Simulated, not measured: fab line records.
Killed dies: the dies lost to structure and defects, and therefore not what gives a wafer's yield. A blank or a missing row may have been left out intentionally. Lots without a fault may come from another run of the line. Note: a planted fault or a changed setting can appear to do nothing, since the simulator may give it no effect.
fab line records	flow nandHarc
record: lots: 6	wafers: 17	lastDay: 33
route steps=1302 shown A_STAIRCASE@667 END@1302
lots that met no fault: from a run of the same line without faults
startH: hours from the record's opening day to when the first of the lot's shown wafers began	waitH: hours since the lot's step before	" unchanged from the row above	L1.1+2: a row that stands for several wafers	- no value present, or no start provided	* or withheld: withheld	< > ~ a bound
route shown NAME@n: a module of which the file shows steps, and the number in the route of the first	usual: mean/standard deviation taken from wafers without a fault	same: alike in all rows	chamber/n: place in a boat	sites: the reading at each site	_std_site: how widely they spread, as a standard deviation	_edge_site: mean of outer sites minus mean of inner sites	radiusMm: for every site, how far away it sits from the centre of the wafer	mask NAME#n: copy n	behind: the last tool/chamber to shape the wafer	hold: why the lot went on hold/how many hours it stayed there/how the hold came to an end	device: whichever transistor did not switch (one of n, p or np)	end of line: the tests these same wafers got at the end of their route	where a step has no rows: the recipe by itself	killed: dies that structure and defects cost at the first sort, which is not the same as the wafer's yield	map: a wafer's dies, x killed, . not, _ none there
set.NAME: the setting the step ran with; set.NAME@STEP: the setting that earlier step ran with	model.NAME: the simulator's own value behind a step, which no gauge read
certain route steps with their lots: each step a table, each wafer a row
services: when a tool's chamber went out of use (startH, in hours from the record's first day, below 0 if earlier), for how many hours, and the reason
== steps ==
step: NHARC_A_STAIRCASE_DESCUM_11
recipe: timeS: 3	o2FlowSccm: 200	arFlowSccm: 0	biasPowerW: 0	chemistry: O2
step: NHARC_A_STAIRCASE_TRIM_12
recipe: timeS: 211.2	o2FlowSccm: 500	arFlowSccm: 0	biasW: 0	chemistry: O2
step: NHARC_A_STAIRCASE_ETCH_13
recipe: targetDepthA: 1000	timeS: 40.5	ionEnergyEv: 400	c4f8FlowSccm: 20	o2FlowSccm: 10	arFlowSccm: withheld	rfW: 600	biasW: 1000	chemistry: C4F8/O2
usual: oesProductAu: 0.942/0.013	rfFwdPowerW: 590.9/2.4	rfVppV: 893/3.8
lot.wafer	tool	chamber	startH	waitH	oesProductAu	rfFwdPowerW	rfHoursCounterH	rfVppV
L783.1	rieDiel-06	0	-	-	0.938	591.1	32	893
L783.4	"	1	"	"	0.936	593.5	31	899
L783.3	"	3	"	"	0.931	593.0	35	891
L788.4	rieDiel-01	1	-	-	0.935	588.3	11	899
L788.3	"	2	"	"	0.936	589.6	12	889
L789.2	rieDiel-01	2	-	-	0.924	591.7	16	890
L789.3	"	3	"	"	0.950	588.5	18	889
L789.1	"	1	"	"	0.945	591.8	17	898
L797.4	rieDiel-06	1	-	-	0.951	590.0	8	899
L797.6	"	2	"	"	0.943	586.0	-	895
L797.5	"	3	"	"	0.979	592.0	-	889
L801.3	rieDiel-01	0	-	-	0.936	592.1	0	892
L801.1	"	1	"	"	0.935	588.5	0	897
L801.6	"	2	"	"	0.945	588.0	-	889
L804.3	rieDiel-01	2	-	-	0.968	589.8	9	888
L804.4	"	0	"	"	0.944	594.2	8	893
L804.6	"	1	"	"	0.955	589.6	-	898
step: NHARC_A_STAIRCASE_TRIM_14
recipe: timeS: 211.2	o2FlowSccm: 500	arFlowSccm: 0	biasW: 0	chemistry: O2
step: NHARC_A_STAIRCASE_ETCH_15
recipe: targetDepthA: 1000	timeS: 40.5	ionEnergyEv: 400	c4f8FlowSccm: 20	o2FlowSccm: 10	arFlowSccm: withheld	rfW: 600	biasW: 1000	chemistry: C4F8/O2
usual: oesProductAu: 0.944/0.011	rfFwdPowerW: 591.3/2.8	rfVppV: 894/3.9
lot.wafer	tool	chamber	startH	waitH	oesProductAu	rfFwdPowerW	rfHoursCounterH	rfVppV
L783.1	rieDiel-06	2	-	-	0.938	588.3	34	897
L783.3	"	3	"	"	0.947	595.6	35	891
L783.4	"	1	"	"	0.942	596.1	32	901
L788.4	rieDiel-01	2	-	-	0.922	588.3	12	889
L788.3	"	3	"	"	0.937	587.6	14	890
L789.2	rieDiel-01	0	-	-	0.955	591.7	19	892
L789.1	"	1	"	"	0.959	586.9	17	898
L789.3	"	2	"	"	0.947	590.3	16	889
L797.4	rieDiel-06	2	-	-	0.954	591.3	7	897
L797.5	"	3	"	"	0.954	592.7	-	891
L797.6	"	0	"	"	0.949	591.0	-	893
L801.1	rieDiel-01	1	-	-	0.945	588.6	0	899
L801.3	"	2	"	"	0.943	588.9	0	888
L801.6	"	2	"	"	0.944	587.1	-	888
L804.3	rieDiel-01	0	-	-	0.940	592.5	8	893
L804.4	"	3	"	"	0.951	586.1	7	888
L804.6	"	0	"	"	0.940	591.4	-	892
step: NHARC_A_STAIRCASE_TRIM_16
recipe: timeS: 211.2	o2FlowSccm: 500	arFlowSccm: 0	biasW: 0	chemistry: O2
usual: drypumpMotorCurrentA: 5.6/0.4	oesProductAu: 1.000/0.0088	rfVppV: 57.7/0.8	runLengthS: 232.7/0.5	showerheadPlenumPTorr: 3.46/0.11	throttleValvePct: 17.037/0.0086
lot.wafer	tool	chamber	startH	waitH	drypumpMotorCurrentA	oesProductAu	rfHoursCounterH	rfVppV	runLengthS	showerheadPlenumPTorr	throttleValvePct
L783.4	rieDiel-06	1	-	-	5.8	0.998	32	59.4	232.6	3.62	17.030
L783.3	"	2	"	"	5.1	0.990	34	56.4	232.9	3.55	17.032
L783.1	"	3	"	"	5.9	1.003	35	56.9	232.8	3.39	17.047
L788.3	rieDiel-01	3	-	-	5.2	1.006	14	56.3	232.9	3.34	17.049
L788.4	"	0	"	"	5.7	0.996	13	58.1	232.3	3.46	17.023
L789.2	rieDiel-01	3	-	-	5.3	1.016	18	57.4	232.8	3.34	17.033
L789.3	"	1	"	"	4.8	1.004	17	59.0	233.2	3.60	17.045
L789.1	"	2	"	"	5.9	1.006	16	56.3	231.8	3.33	17.035
L797.4	rieDiel-06	3	-	-	5.9	1.020	8	57.8	232.9	3.37	17.038
L797.6	"	0	"	"	5.8	1.028	-	58.1	232.9	3.45	17.040
L797.5	"	1	"	"	5.8	1.025	-	57.6	232.8	3.60	17.046
L801.3	rieDiel-01	2	-	-	5.9	1.004	0	57.1	232.0	3.31	17.034
L801.1	"	0	"	"	5.7	1.004	0	57.6	232.2	3.44	17.022
L801.6	"	1	"	"	4.8	1.002	-	56.8	233.5	3.58	17.034
L804.3	rieDiel-01	1	-	-	4.8	1.005	10	56.7	233.4	3.58	17.029
L804.4	"	0	"	"	5.7	1.012	8	57.2	232.5	3.43	17.033
L804.6	"	1	"	"	4.8	1.012	-	58.0	233.2	3.58	17.032
step: NHARC_A_STAIRCASE_ETCH_17
recipe: targetDepthA: 1000	timeS: 40.5	ionEnergyEv: 400	c4f8FlowSccm: 20	o2FlowSccm: 10	arFlowSccm: withheld	rfW: 600	biasW: 1000	chemistry: C4F8/O2
step: NHARC_A_STAIRCASE_TRIM_18
recipe: timeS: 211.2	o2FlowSccm: 500	arFlowSccm: 0	biasW: 0	chemistry: O2
usual: drypumpMotorCurrentA: 5.6/0.42	oesProductAu: 1.001/0.0071	rfVppV: 57.5/0.86	runLengthS: 232.7/0.51	showerheadPlenumPTorr: 3.45/0.1	throttleValvePct: 17.037/0.0087
lot.wafer	tool	chamber	startH	waitH	drypumpMotorCurrentA	oesProductAu	rfHoursCounterH	rfVppV	runLengthS	showerheadPlenumPTorr	throttleValvePct
L783.4	rieDiel-06	3	-	-	5.9	0.988	35	56.4	233.3	3.39	17.050
L783.1	"	0	"	"	5.8	1.000	33	58.0	232.4	3.47	17.042
L783.3	"	2	"	"	5.0	1.000	34	57.8	232.8	3.55	17.038
L788.3	rieDiel-01	2	-	-	5.9	1.001	12	58.3	231.8	3.33	17.034
L788.4	"	3	"	"	5.3	1.006	14	55.6	233.0	3.34	17.051
L789.3	rieDiel-01	1	-	-	4.8	1.011	17	57.8	233.3	3.60	17.035
L789.1	"	2	"	"	5.9	0.997	16	58.0	231.8	3.33	17.025
L789.2	"	3	"	"	5.3	0.997	18	57.1	233.4	3.34	17.062
L797.4	rieDiel-06	3	-	-	5.9	1.018	8	57.4	232.9	3.37	17.038
L797.5	"	3	"	"	5.9	1.012	-	57.9	232.8	3.37	17.043
L797.6	"	0	"	"	5.8	1.002	-	59.2	233.0	3.45	17.031
L801.1	rieDiel-01	1	-	-	4.8	0.996	0	59.1	233.2	3.58	17.036
L801.3	"	0	"	"	5.7	0.992	0	57.8	232.7	3.44	17.024
L801.6	"	2	"	"	5.9	0.998	-	56.5	231.8	3.31	17.037
L804.4	rieDiel-01	0	-	-	5.7	1.003	8	57.5	232.2	3.43	17.042
L804.3	"	2	"	"	5.9	1.013	10	56.9	232.2	3.31	17.037
L804.6	"	0	"	"	5.7	1.005	-	57.0	232.7	3.43	17.030
step: NHARC_A_STAIRCASE_ETCH_19
recipe: targetDepthA: 1000	timeS: 40.5	ionEnergyEv: 400	c4f8FlowSccm: 20	o2FlowSccm: 10	arFlowSccm: withheld	rfW: 600	biasW: 1000	chemistry: C4F8/O2
usual: oesProductAu: 0.943/0.0097	rfFwdPowerW: 590.9/2.6	rfVppV: 894/3.9
lot.wafer	tool	chamber	startH	waitH	oesProductAu	rfFwdPowerW	rfHoursCounterH	rfVppV
L783.1	rieDiel-06	3	-	-	0.932	594.3	36	890
L783.3	"	1	"	"	0.940	591.2	32	898
L783.4	"	2	"	"	0.939	591.4	35	898
L788.4	rieDiel-01	1	-	-	0.953	590.1	11	899
L788.3	"	3	"	"	0.948	588.3	14	889
L789.2	rieDiel-01	3	-	-	0.952	590.1	18	889
L789.1	"	0	"	"	0.933	592.2	19	894
L789.3	"	2	"	"	0.929	587.0	16	890
L797.4	rieDiel-06	1	-	-	0.954	591.1	9	897
L797.6	"	1	"	"	0.949	594.6	-	898
L797.5	"	2	"	"	0.966	588.4	-	896
L801.3	rieDiel-01	1	-	-	0.946	590.5	1	899
L801.1	"	0	"	"	0.944	589.1	1	892
L801.6	"	1	"	"	0.940	590.6	-	898
L804.3	rieDiel-01	1	-	-	0.947	589.3	10	897
L804.4	"	3	"	"	0.960	587.1	7	889
L804.6	"	0	"	"	0.946	592.8	-	893
step: NHARC_A_STAIRCASE_TRIM_20
recipe: timeS: 211.2	o2FlowSccm: 500	arFlowSccm: 0	biasW: 0	chemistry: O2
step: NHARC_A_STAIRCASE_ETCH_21
recipe: targetDepthA: 1000	timeS: 40.5	ionEnergyEv: 400	c4f8FlowSccm: 20	o2FlowSccm: 10	arFlowSccm: withheld	rfW: 600	biasW: 1000	chemistry: C4F8/O2
step: NHARC_A_STAIRCASE_TRIM_22
recipe: timeS: 211.2	o2FlowSccm: 500	arFlowSccm: 0	biasW: 0	chemistry: O2
usual: drypumpMotorCurrentA: 5.6/0.4	oesProductAu: 1.000/0.0088	rfVppV: 57.6/0.87	runLengthS: 232.7/0.51	showerheadPlenumPTorr: 3.46/0.11	throttleValvePct: 17.037/0.0085
lot.wafer	tool	chamber	startH	waitH	drypumpMotorCurrentA	oesProductAu	rfHoursCounterH	rfVppV	runLengthS	showerheadPlenumPTorr	throttleValvePct
L783.4	rieDiel-06	0	388.49	-	5.7	1.001	34	56.7	232.6	3.47	17.035
L783.3	"	1	"	"	5.8	1.006	33	57.7	232.2	3.62	17.038
L783.1	"	2	"	"	5.0	0.998	35	58.5	233.1	3.55	17.024
L788.4	rieDiel-01	2	429.37	-	5.9	1.007	13	58.3	308.9	3.33	17.049
L788.3	"	3	"	"	5.3	1.002	14	58.6	310.0	3.34	17.025
L789.3	rieDiel-01	0	449.30	-	5.7	0.995	19	57.4	309.2	3.46	17.032
L789.2	"	1	"	"	4.8	1.002	17	58.1	233.2	3.60	17.026
L789.1	"	2	"	"	5.9	1.006	16	58.7	232.1	3.33	17.041
L797.4	rieDiel-09	3	520.32	-	5.8	0.993	3	59.3	232.7	3.58	17.034
L797.5	"	2	"	"	5.8	1.004	-	58.8	232.8	3.52	17.037
L797.6	"	3	"	"	5.8	0.983	-	57.9	232.8	3.58	17.024
L801.3	rieDiel-01	2	569.06	-	5.9	1.002	1	57.7	231.9	3.31	17.032
L801.1	"	1	"	"	4.8	1.005	1	56.3	233.8	3.58	17.033
L801.6	"	2	"	"	5.9	1.010	-	58.3	232.1	3.31	17.029
L804.3	rieDiel-01	1	588.96	-	4.8	1.003	11	55.2	233.2	3.58	17.034
L804.4	"	0	"	"	5.7	1.001	9	58.2	232.6	3.43	17.025
L804.6	"	1	"	"	4.8	1.007	-	58.1	233.3	3.57	17.039
step: NHARC_A_STAIRCASE_ETCH_23
recipe: targetDepthA: 1000	timeS: 40.5	ionEnergyEv: 400	c4f8FlowSccm: 20	o2FlowSccm: 10	arFlowSccm: withheld	rfW: 600	biasW: 1000	chemistry: C4F8/O2
step: NHARC_END_SORT_01
recipe: tempC: 25
usual: killedAtArray: 59/17	killedAtOther: 0.7/0.9	killedAtPeriphery: 3.6/2.3	killedDies: 63/18	killedOpen: 3.4/1.9	killedShort: 2.6/1.7
same: grossDies: 677
lot.wafer	tool	chamber	startH	waitH	killedAtArray	killedAtOther	killedAtPeriphery	killedDies	killedOpen	killedShort
L788.3	prober-02	0	631.65	3.1	671	1	5	677	5	3
L788.4	prober-02	0	632.46	3.4	668	0	2	670	3	2
L789.3	prober-01	0	659.67	3.1	669	2	6	677	4	1
killed by level:class
L788.3 A_STAIRCASE:areaTrim=584 A_CHANNEL_HOLE_D1:chamberFilmFlake=36 A_CHANNEL_HOLE_D2:chamberFilmFlake=34 P_M0:geometricParticle:open=3 A_ZERO_WELL:chamberFilmFlake=3 A_WL_FILL:chamberFilmFlake=3 A_CONTACT:chamberFilmFlake=3 A_WL_FILL:geometricParticle:short=2
L788.4 A_STAIRCASE:areaTrim=586 A_CHANNEL_HOLE_D1:chamberFilmFlake=38 A_CHANNEL_HOLE_D2:chamberFilmFlake=35 A_WL_FILL:geometricParticle:open=2 A_STAIRCASE:chamberFilmFlake=2 P_CONTACT:geometricParticle:short=1 A_DECK1_JOINT:geometricParticle:open=1 A_CHANNEL_FILL_D2:geometricParticle:short=1
L789.3 A_STAIRCASE:areaTrim=572 A_CHANNEL_HOLE_D1:chamberFilmFlake=38 A_SLIT:chamberFilmFlake=33 A_CHANNEL_HOLE_D2:chamberFilmFlake=13 P_CONTACT:chamberFilmFlake=6 A_STAIRCASE:chamberFilmFlake=3 A_M1:chamberFilmFlake=3 A_WL_FILL:geometricParticle:open=2
map L788.3 (x killed, . not)
____________x____________
_________xxxxxxx_________
_______xxxxxxxxxxx_______
______xxxxxxxxxxxxx______
_____xxxxxxxxxxxxxxx_____
____xxxxxxxxxxxxxxxxx____
____xxxxxxxxxxxxxxxxx____
___xxxxxxxxxxxxxxxxxxx___
___xxxxxxxxxxxxxxxxxxx___
__xxxxxxxxxxxxxxxxxxxxx__
__xxxxxxxxxxxxxxxxxxxxx__
_xxxxxxxxxxxxxxxxxxxxxxx_
_xxxxxxxxxxxxxxxxxxxxxxx_
_xxxxxxxxxxxxxxxxxxxxxxx_
_xxxxxxxxxxxxxxxxxxxxxxx_
_xxxxxxxxxxxxxxxxxxxxxxx_
xxxxxxxxxxxxxxxxxxxxxxxxx
xxxxxxxxxxxxxxxxxxxxxxxxx
xxxxxxxxxxxxxxxxxxxxxxxxx
xxxxxxxxxxxxxxxxxxxxxxxxx
xxxxxxxxxxxxxxxxxxxxxxxxx
_xxxxxxxxxxxxxxxxxxxxxxx_
_xxxxxxxxxxxxxxxxxxxxxxx_
_xxxxxxxxxxxxxxxxxxxxxxx_
_xxxxxxxxxxxxxxxxxxxxxxx_
_xxxxxxxxxxxxxxxxxxxxxxx_
__xxxxxxxxxxxxxxxxxxxxx__
__xxxxxxxxxxxxxxxxxxxxx__
___xxxxxxxxxxxxxxxxxxx___
___xxxxxxxxxxxxxxxxxxx___
____xxxxxxxxxxxxxxxxx____
____xxxxxxxxxxxxxxxxx____
_____xxxxxxxxxxxxxxx_____
______xxxxxxxxxxxxx______
_______xxxxxxxxxxx_______
_________xxxxxxx_________
____________x____________
map L789.3 (x killed, . not)
____________x____________
_________xxxxxxx_________
_______xxxxxxxxxxx_______
______xxxxxxxxxxxxx______
_____xxxxxxxxxxxxxxx_____
____xxxxxxxxxxxxxxxxx____
____xxxxxxxxxxxxxxxxx____
___xxxxxxxxxxxxxxxxxxx___
___xxxxxxxxxxxxxxxxxxx___
__xxxxxxxxxxxxxxxxxxxxx__
__xxxxxxxxxxxxxxxxxxxxx__
_xxxxxxxxxxxxxxxxxxxxxxx_
_xxxxxxxxxxxxxxxxxxxxxxx_
_xxxxxxxxxxxxxxxxxxxxxxx_
_xxxxxxxxxxxxxxxxxxxxxxx_
_xxxxxxxxxxxxxxxxxxxxxxx_
xxxxxxxxxxxxxxxxxxxxxxxxx
xxxxxxxxxxxxxxxxxxxxxxxxx
xxxxxxxxxxxxxxxxxxxxxxxxx
xxxxxxxxxxxxxxxxxxxxxxxxx
xxxxxxxxxxxxxxxxxxxxxxxxx
_xxxxxxxxxxxxxxxxxxxxxxx_
_xxxxxxxxxxxxxxxxxxxxxxx_
_xxxxxxxxxxxxxxxxxxxxxxx_
_xxxxxxxxxxxxxxxxxxxxxxx_
_xxxxxxxxxxxxxxxxxxxxxxx_
__xxxxxxxxxxxxxxxxxxxxx__
__xxxxxxxxxxxxxxxxxxxxx__
___xxxxxxxxxxxxxxxxxxx___
___xxxxxxxxxxxxxxxxxxx___
____xxxxxxxxxxxxxxxxx____
____xxxxxxxxxxxxxxxxx____
_____xxxxxxxxxxxxxxx_____
______xxxxxxxxxxxxx______
_______xxxxxxxxxxx_______
_________xxxxxxx_________
____________x____________
== services ==
tool	chamber	startH	hours	kind
rieDiel-09	0	380.91	7.5	repair
rieDiel-01	-	381.23	9.0	pm
rieDiel-01	0	381.23	9.0	ventCycle
rieDiel-01	1	381.23	9.0	ventCycle
rieDiel-01	2	381.23	9.0	ventCycle
rieDiel-01	3	381.23	9.0	ventCycle
rieDiel-01	0	390.23	-	clean
rieDiel-01	1	390.23	-	clean
rieDiel-01	2	390.23	-	clean
rieDiel-01	3	390.23	-	clean
rieDiel-06	0	421.50	4.5	repair
rieDiel-09	2	450.40	4.0	repair
rieDiel-09	0	452.41	12.4	repair
rieDiel-06	-	484.20	9.0	pm
rieDiel-09	0	485.52	4.6	repair
rieDiel-09	-	499.32	9.0	pm
rieDiel-06	-	505.03	0.9	repair
rieDiel-01	0	534.48	5.9	repair
rieDiel-01	3	553.19	17.0	repair
rieDiel-06	2	553.95	8.9	repair
rieDiel-01	-	558.35	9.0	pm
rieDiel-09	1	567.42	1.8	repair
rieDiel-01	3	573.93	2.5	repair
rieDiel-06	2	584.26	14.5	repair
== key ==
firstSign: step: NHARC_A_STAIRCASE_TRIM_22	reading: runLengthS	direction: up	sigmas: 99+	usual: *	struck: *
effect: step: NHARC_END_SORT_01	reading: killedAtArray	direction: up	sigmas: 36	usual: 59	struck: 669
moreKillsBornAt: NHARC_A_STAIRCASE_TRIM_22@rieDiel-01: 1742
metAt NHARC_A_STAIRCASE_TRIM_22
struckWafers L788.3,L788.4,L789.3
laterRowsLeftOut L788.3,L788.4,L789.3
testerLeftOut L788,L789
fault: kind: processParameterDrift	tool: rieDiel-01	chamber: -	onsetH: 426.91	steps: NHARC_A_STAIRCASE_TRIM_22	channel: timeS	offset: *	shape: step	endH: 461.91	scope: struckWafersOnly	actsIn: *	stated: *
testerLeftOut: of these lots the tester's yield and bins aren't shown, on N5 and GAA mostly nor the transistor test; their killed dies are dies lost to structure and defects alone, not to doping, threshold or leakage, so they don't give the yield
laterRowsLeftOut: the simulator's readings of these wafers behind a module that went badly wrong aren't trusted and aren't shown, but for the sort
